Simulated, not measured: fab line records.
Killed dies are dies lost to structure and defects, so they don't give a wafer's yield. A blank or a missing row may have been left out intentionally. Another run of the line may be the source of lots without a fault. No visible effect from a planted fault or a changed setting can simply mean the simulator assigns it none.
Matching of chambers :: flow nandHarc :: NHARC_P_BONDPAD_ACTIVATE_29 on rieDiel-11 has 4 sister chambers
The step chemistry N2, time 60 s. 42 wafers are shown with their chamber, then 12 later ones without.

== EACH WAFER AND ITS CHAMBER ==
wafer: L074.1
chamber: 1
showerheadPlenumPTorr (Torr): 1.66
drypumpMotorCurrentA (A): 5.8
oesProductAu (a.u.): 0.995

wafer: L074.5
chamber: 0
showerheadPlenumPTorr (Torr): 1.72
drypumpMotorCurrentA (A): 5.8
oesProductAu (a.u.): 1.001

wafer: L074.6
chamber: 3
showerheadPlenumPTorr (Torr): 1.72
drypumpMotorCurrentA (A): 5.2
oesProductAu (a.u.): 0.996

wafer: L077.3
chamber: 1
showerheadPlenumPTorr (Torr): 1.66
drypumpMotorCurrentA (A): 5.9
oesProductAu (a.u.): 1.005

wafer: L077.4
chamber: 0
showerheadPlenumPTorr (Torr): 1.72
drypumpMotorCurrentA (A): 5.7
oesProductAu (a.u.): 0.997

wafer: L077.6
chamber: 0
showerheadPlenumPTorr (Torr): 1.72
drypumpMotorCurrentA (A): 5.7
oesProductAu (a.u.): 0.995

wafer: L080.1
chamber: 0
showerheadPlenumPTorr (Torr): 1.72
drypumpMotorCurrentA (A): 5.7
oesProductAu (a.u.): 1.003

wafer: L080.2
chamber: 3
showerheadPlenumPTorr (Torr): 1.72
drypumpMotorCurrentA (A): 5.1
oesProductAu (a.u.): 0.987

wafer: L080.4
chamber: 2
showerheadPlenumPTorr (Torr): 1.76
drypumpMotorCurrentA (A): 5.1
oesProductAu (a.u.): 0.988

wafer: L081.3
chamber: 1
showerheadPlenumPTorr (Torr): 1.66
drypumpMotorCurrentA (A): 5.8
oesProductAu (a.u.): 1.001

wafer: L081.5
chamber: 2
showerheadPlenumPTorr (Torr): 1.76
drypumpMotorCurrentA (A): 5.1
oesProductAu (a.u.): 1.001

wafer: L081.6
chamber: 1
showerheadPlenumPTorr (Torr): 1.66
drypumpMotorCurrentA (A): 5.9
oesProductAu (a.u.): 0.998

wafer: L081.1
chamber: 2
showerheadPlenumPTorr (Torr): 1.76
drypumpMotorCurrentA (A): 5.1
oesProductAu (a.u.): 1.000

wafer: L081.2
chamber: 3
showerheadPlenumPTorr (Torr): 1.72
drypumpMotorCurrentA (A): 5.2
oesProductAu (a.u.): 0.994

wafer: L081.4
chamber: 0
showerheadPlenumPTorr (Torr): 1.72
drypumpMotorCurrentA (A): 5.7
oesProductAu (a.u.): 1.004

wafer: L082.3
chamber: 3
showerheadPlenumPTorr (Torr): 1.72
drypumpMotorCurrentA (A): 5.2
oesProductAu (a.u.): 0.990

wafer: L082.5
chamber: 1
showerheadPlenumPTorr (Torr): 1.66
drypumpMotorCurrentA (A): 5.9
oesProductAu (a.u.): 0.981

wafer: L082.6
chamber: 0
showerheadPlenumPTorr (Torr): 1.72
drypumpMotorCurrentA (A): 5.7
oesProductAu (a.u.): 0.999

wafer: L083.2
chamber: 3
showerheadPlenumPTorr (Torr): 1.72
drypumpMotorCurrentA (A): 5.1
oesProductAu (a.u.): 0.993

wafer: L083.3
chamber: 0
showerheadPlenumPTorr (Torr): 1.72
drypumpMotorCurrentA (A): 5.7
oesProductAu (a.u.): 1.002

wafer: L083.4
chamber: 1
showerheadPlenumPTorr (Torr): 1.66
drypumpMotorCurrentA (A): 5.8
oesProductAu (a.u.): 0.989

wafer: L084.3
chamber: 1
showerheadPlenumPTorr (Torr): 1.66
drypumpMotorCurrentA (A): 5.8
oesProductAu (a.u.): 1.002

wafer: L084.5
chamber: 2
showerheadPlenumPTorr (Torr): 1.76
drypumpMotorCurrentA (A): 5.1
oesProductAu (a.u.): 1.006

wafer: L084.6
chamber: 1
showerheadPlenumPTorr (Torr): 1.66
drypumpMotorCurrentA (A): 5.8
oesProductAu (a.u.): 0.974

wafer: L085.1
chamber: 2
showerheadPlenumPTorr (Torr): 1.76
drypumpMotorCurrentA (A): 5.1
oesProductAu (a.u.): 0.995

wafer: L085.2
chamber: 1
showerheadPlenumPTorr (Torr): 1.66
drypumpMotorCurrentA (A): 5.9
oesProductAu (a.u.): 0.999

wafer: L085.6
chamber: 3
showerheadPlenumPTorr (Torr): 1.72
drypumpMotorCurrentA (A): 5.2
oesProductAu (a.u.): 0.998

wafer: L089.3
chamber: 1
showerheadPlenumPTorr (Torr): 1.66
drypumpMotorCurrentA (A): 5.9
oesProductAu (a.u.): 0.994

wafer: L089.5
chamber: 0
showerheadPlenumPTorr (Torr): 1.72
drypumpMotorCurrentA (A): 5.7
oesProductAu (a.u.): 1.016

wafer: L089.6
chamber: 3
showerheadPlenumPTorr (Torr): 1.72
drypumpMotorCurrentA (A): 5.2
oesProductAu (a.u.): 1.007

wafer: L090.1
chamber: 2
showerheadPlenumPTorr (Torr): 1.76
drypumpMotorCurrentA (A): 5.1
oesProductAu (a.u.): 1.015

wafer: L090.2
chamber: 0
showerheadPlenumPTorr (Torr): 1.72
drypumpMotorCurrentA (A): 5.7
oesProductAu (a.u.): 1.002

wafer: L090.5
chamber: 3
showerheadPlenumPTorr (Torr): 1.72
drypumpMotorCurrentA (A): 5.2
oesProductAu (a.u.): 1.000

wafer: L090.3
chamber: 1
showerheadPlenumPTorr (Torr): 1.66
drypumpMotorCurrentA (A): 5.9
oesProductAu (a.u.): 0.982

wafer: L090.4
chamber: 3
showerheadPlenumPTorr (Torr): 1.72
drypumpMotorCurrentA (A): 5.2
oesProductAu (a.u.): 1.004

wafer: L090.6
chamber: 2
showerheadPlenumPTorr (Torr): 1.76
drypumpMotorCurrentA (A): 5.0
oesProductAu (a.u.): 1.008

wafer: L091.2
chamber: 2
showerheadPlenumPTorr (Torr): 1.76
drypumpMotorCurrentA (A): 5.1
oesProductAu (a.u.): 1.009

wafer: L091.4
chamber: 0
showerheadPlenumPTorr (Torr): 1.71
drypumpMotorCurrentA (A): 5.7
oesProductAu (a.u.): 1.005

wafer: L091.6
chamber: 0
showerheadPlenumPTorr (Torr): 1.72
drypumpMotorCurrentA (A): 5.7
oesProductAu (a.u.): 1.020

wafer: L091.1
chamber: 1
showerheadPlenumPTorr (Torr): 1.66
drypumpMotorCurrentA (A): 5.9
oesProductAu (a.u.): 0.992

wafer: L091.3
chamber: 3
showerheadPlenumPTorr (Torr): 1.72
drypumpMotorCurrentA (A): 5.2
oesProductAu (a.u.): 1.006

wafer: L091.5
chamber: 1
showerheadPlenumPTorr (Torr): 1.66
drypumpMotorCurrentA (A): 5.9
oesProductAu (a.u.): 0.993

SIGNATURES, as means of the wafers listed above
reading: showerheadPlenumPTorr
chamber 0: 1.7191
chamber 1: 1.6600
chamber 2: 1.7600
chamber 3: 1.7200
scatter within a chamber: 0.00155

reading: drypumpMotorCurrentA
chamber 0: 5.709
chamber 1: 5.862
chamber 2: 5.087
chamber 3: 5.180
scatter within a chamber: 0.0412

reading: oesProductAu
chamber 0: 1.00400
chamber 1: 0.99269
chamber 2: 1.00275
chamber 3: 0.99750
scatter within a chamber: 0.00811
Rule: for a wafer and a chamber, the distance is found by dividing, reading by reading, the gap between the wafer's reading and the chamber's mean by the reading's scatter, squaring, summing and taking the root. If the next closest chamber is less than 2 further off than the closest, the wafer can't be placed; otherwise it belongs to the closest. The scatter: take each reading less its chamber's mean, square it, sum over the shown wafers, divide by the number of wafers less the number of chambers, and take the root.

== WAFERS WITHOUT THEIR CHAMBER ==
wafer: L092.3
showerheadPlenumPTorr (Torr): 1.72
drypumpMotorCurrentA (A): 5.7
oesProductAu (a.u.): 1.009

wafer: L092.4
showerheadPlenumPTorr (Torr): 1.76
drypumpMotorCurrentA (A): 5.1
oesProductAu (a.u.): 1.008

wafer: L092.6
showerheadPlenumPTorr (Torr): 1.66
drypumpMotorCurrentA (A): 5.9
oesProductAu (a.u.): 0.989

wafer: L094.1
showerheadPlenumPTorr (Torr): 1.66
drypumpMotorCurrentA (A): 5.9
oesProductAu (a.u.): 1.001

wafer: L094.2
showerheadPlenumPTorr (Torr): 1.76
drypumpMotorCurrentA (A): 5.1
oesProductAu (a.u.): 1.008

wafer: L094.5
showerheadPlenumPTorr (Torr): 1.76
drypumpMotorCurrentA (A): 5.0
oesProductAu (a.u.): 1.018

wafer: L096.2
showerheadPlenumPTorr (Torr): 1.71
drypumpMotorCurrentA (A): 5.7
oesProductAu (a.u.): 0.986

wafer: L096.3
showerheadPlenumPTorr (Torr): 1.72
drypumpMotorCurrentA (A): 5.2
oesProductAu (a.u.): 0.987

wafer: L096.5
showerheadPlenumPTorr (Torr): 1.71
drypumpMotorCurrentA (A): 5.7
oesProductAu (a.u.): 0.983

wafer: L097.3
showerheadPlenumPTorr (Torr): 1.72
drypumpMotorCurrentA (A): 5.1
oesProductAu (a.u.): 1.002

wafer: L097.4
showerheadPlenumPTorr (Torr): 1.71
drypumpMotorCurrentA (A): 5.7
oesProductAu (a.u.): 0.993

wafer: L097.5
showerheadPlenumPTorr (Torr): 1.72
drypumpMotorCurrentA (A): 5.2
oesProductAu (a.u.): 0.998

== THE CHAMBER EACH PASSED THROUGH ==
wafer: L092.3
from the rows above: 0
in truth: 0

wafer: L092.4
from the rows above: 2
in truth: 2

wafer: L092.6
from the rows above: 1
in truth: 1

wafer: L094.1
from the rows above: 1
in truth: 1

wafer: L094.2
from the rows above: 2
in truth: 2

wafer: L094.5
from the rows above: 2
in truth: 2

wafer: L096.2
from the rows above: 0
in truth: 0

wafer: L096.3
from the rows above: 3
in truth: 3

wafer: L096.5
from the rows above: 0
in truth: 0

wafer: L097.3
from the rows above: 3
in truth: 3

wafer: L097.4
from the rows above: 0
in truth: 0

wafer: L097.5
from the rows above: 3
in truth: 3
12 of 12 placed correctly. From these rows, 0 cannot be placed. Placed wrongly: 0.
